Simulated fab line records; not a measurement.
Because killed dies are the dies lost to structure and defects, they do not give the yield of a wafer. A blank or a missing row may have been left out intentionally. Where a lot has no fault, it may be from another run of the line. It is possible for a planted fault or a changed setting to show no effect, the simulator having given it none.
Problem report in the 8D (eight disciplines) form, filled by code    flow n5 finfet    the parts of the form that need people (team, actions taken, sign-off) are left out

== 1. WHAT IS WRONG ==
Mean of time to endpoint s at N5_BEOL_M3_CMP_52: 85 s across 4 wafers in 3 lots; on wafers with no fault it is 62 s (standard deviation 3.4). Measured from the usual mean, that is +6.8 standard deviations.
The step: polishes, stops on SiOC, t overpolish 6.8 s, target thk 40 nm.
The first sign was on wafer L415.5 at day 12 06:25, on cmp-03. The record holds 30 wafers of 11 lots with a number at this step. The rule behind "out" and "out of limits": a value lying over 4 standard deviations away from the usual mean. The rest of the wafers with a number are treated as sound.

== 2. WHAT THIS IS AND IS NOT ==
question                     is                              is not
which readings at this step  time to endpoint s              motor current A, platen rpm
which lots                   L415, L416, L418                L405, L407, L409, L413, L420, L421, L427, L428
which wafers of those lots   L415.5, L415.6, L416.6, L418.5  L416.1, L418.3
read on which tools          cmp-01, cmp-02, cmp-03          -
when                         from day 12 06:25               up to then (12 sound wafers); but 14 sound wafers of L416, L418, L420, L421, L427, L428 came after

== 3. SUSPECTS, AND WHAT RULES EACH OUT ==
Counting: if a tool at a process step up to the reading ran every lot that is out, it stays a suspect. Sound lots after the first of them don't rule it out here, since some wafers of a struck lot are sound.
- pvd sputter-02 at N5_BEOL_M3_SPUTTER_88 (material Cu, target thk 4.5 nm, time 8.29 s): kept. It ran every lot that is out, first L415 (day 12 04:55); its last sound lot up to then is L413 (day 10 06:11).
- pvd sputter-02 at N5_BEOL_M3_ANNEAL_91 (time 240 s): kept. It ran every lot that is out, first L415 (day 12 05:14); its last sound lot up to then is L413 (day 10 06:29).
- ecd cu-02 at N5_BEOL_M3_ECD_50 (material Cu, target thk 300 nm): kept. It ran every lot that is out, first L415 (day 12 05:55); its last sound lot up to then is L413 (day 10 07:11).
Still standing after the count: pvd sputter-02 at N5_BEOL_M3_SPUTTER_88, pvd sputter-02 at N5_BEOL_M3_ANNEAL_91, ecd cu-02 at N5_BEOL_M3_ECD_50.

== 4. THE CAUSE (what the simulator had put in) ==
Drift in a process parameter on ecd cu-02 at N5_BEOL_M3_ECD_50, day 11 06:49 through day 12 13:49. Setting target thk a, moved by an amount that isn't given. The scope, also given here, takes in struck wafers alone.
Counting left 3 suspects, and this tool is among them.

== 5. SEQUENCE OF EFFECTS, ordered by route ==
One row per reading whose mean, taken over the struck wafers that have a number, lies over 3 standard deviations from the usual. Readings are gone through only where the record gives a usual standard deviation; hours: the median, over the lots, of the time from a lot's start at the first step in this table giving one to that lot's start at this step; sigmas: the change measured in usual standard deviations.
hours  step               reading             usual  on struck wafers  change  sigmas
0      N5_BEOL_M3_CMP_52  time to endpoint s  62 s   85                +23     +6.8
It contains these process steps:
- N5_BEOL_M3_CMP_52: polishes, stops on SiOC, t overpolish 6.8 s, target thk 40 nm.
At these later measuring or inspecting steps, every struck wafer for which the step has a row has a number for every such reading, and none has moved that far: N5_BEOL_M3_THK_MEAS_53, N5_BEOL_M4_RC_MEAS_101.

== 6. HOW IT WOULD HAVE BEEN CAUGHT EARLIER ==
In this record the first reading out of limits was taken at day 12 06:25, 24 hours after the fault began at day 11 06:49.
Of the lots that are out (3), L416, L418 began N5_BEOL_M3_ECD_50 on ecd cu-02 after day 12 06:25. A hold on the tool at that time would have spared those 2.
